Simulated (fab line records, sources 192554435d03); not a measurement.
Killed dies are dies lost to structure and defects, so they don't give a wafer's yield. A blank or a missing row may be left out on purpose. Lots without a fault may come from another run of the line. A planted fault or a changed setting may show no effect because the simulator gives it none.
Split-lot experiment | flow n5_finfet | 7 lots, 21 wafers read, on a route of 1938 steps

THE SPLIT
At N5_BEOL_M10_DESCUM_16 (chemistry O2, time 7.9 s), the setting time_s was moved away from the recipe's 7.9 s on 8 of the 21 wafers read, by -18.2% to -6.6%. The other wafers ran this setting at the recipe's value.

The reading is taken at the split's own step.

THE READING
CAR-ArF_of_BEOL_M10_COAT_05.thk_nm (the simulator's own value, which no gauge read), in nm, at N5_BEOL_M10_DESCUM_16 (chemistry O2, time 7.9 s). The file gives no usual value for it. The 13 wafers here that ran the recipe average 83.6 nm, standard deviation 0.24 nm.

wafer  | tool, chamber at the split | time_s as run, s | against the recipe | CAR-ArF_of_BEOL_M10_COAT_05.thk_nm, nm | against lot-mates on the recipe
L080.1 | rie_diel-04, 1,3           | 6.695            | -15.3%             | 84.2                                   | +0.8
L080.2 | rie_diel-04, 1,3           | 6.695            | -15.3%             | 84.2                                   | +0.8
L080.3 | rie_diel-04, 2             | 7.9              | recipe             | 83.4                                   | -
L082.2 | rie_diel-04, 0             | 7.9              | recipe             | 83.8                                   | -
L082.3 | rie_diel-04, 1             | 7.9              | recipe             | 83.4                                   | -
L082.6 | rie_diel-04, 1             | 7.9              | recipe             | 83.6                                   | -
L085.4 | rie_diel-05, 2             | 7.9              | recipe             | 83.6                                   | -
L085.5 | rie_diel-05, 3             | 6.464            | -18.2%             | 84.4                                   | +0.8
L085.6 | rie_diel-05, 2             | 6.464            | -18.2%             | 84.6                                   | +1.0
L088.1 | rie_diel-04, 0             | 6.77             | -14.3%             | 84.6                                   | +1.0
L088.5 | rie_diel-04, 0             | 6.77             | -14.3%             | 84                                     | +0.4
L088.6 | rie_diel-04, 3             | 7.9              | recipe             | 83.6                                   | -
L094.1 | rie_diel-01, 2,0           | 7.9              | recipe             | 83.4                                   | -
L094.5 | rie_diel-01, 2,0           | 7.9              | recipe             | 83.4                                   | -
L094.2 | rie_diel-01, 0             | 7.115            | -9.9%              | 84.2                                   | +0.8
L097.3 | rie_diel-01, 1             | 7.9              | recipe             | 83.4                                   | -
L097.4 | rie_diel-01, 3             | 7.9              | recipe             | 83.2                                   | -
L097.6 | rie_diel-01, 1             | 7.382            | -6.6%              | 83.6                                   | +0.3
L096.3 | rie_diel-04, 1             | 7.9              | recipe             | 84                                     | -
L096.5 | rie_diel-04, 1             | 7.9              | recipe             | 84                                     | -
L096.4 | rie_diel-04, 3             | 7.9              | recipe             | 83.4                                   | -
Where a row lists several chambers, the file gives one row for several wafers and doesn't say which wafer went through which chamber.

THE FIT
A straight line over all 21 wafers: CAR-ArF_of_BEOL_M10_COAT_05.thk_nm changes by -0.0496 nm for each +1% of time_s; r = -0.85; the points scatter about the line by 0.24 nm.
The same after taking each lot's own level away (the mean of its wafers on the recipe; 21 wafers): -0.0515 nm for each +1%; r = -0.91; scatter 0.18 nm.
On that fit, the largest move of time_s shifts the reading by 0.94 nm.
The lots' own levels span 83.30 to 83.80 nm, that is 2.1 times the standard deviation above.
So the lot-to-lot level changes the slope little: the two slopes agree.
Check: with one of the wafers moved furthest among these (-18.2%) left out of the fit, the line predicts +0.978 nm for it against its lot-mates. It came out at +0.8 nm against them.

THE FILE'S OWN FIT
CAR-ArF_of_BEOL_M10_COAT_05.thk_nm changes by -0.0533 nm for each +1% of time_s, r = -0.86.
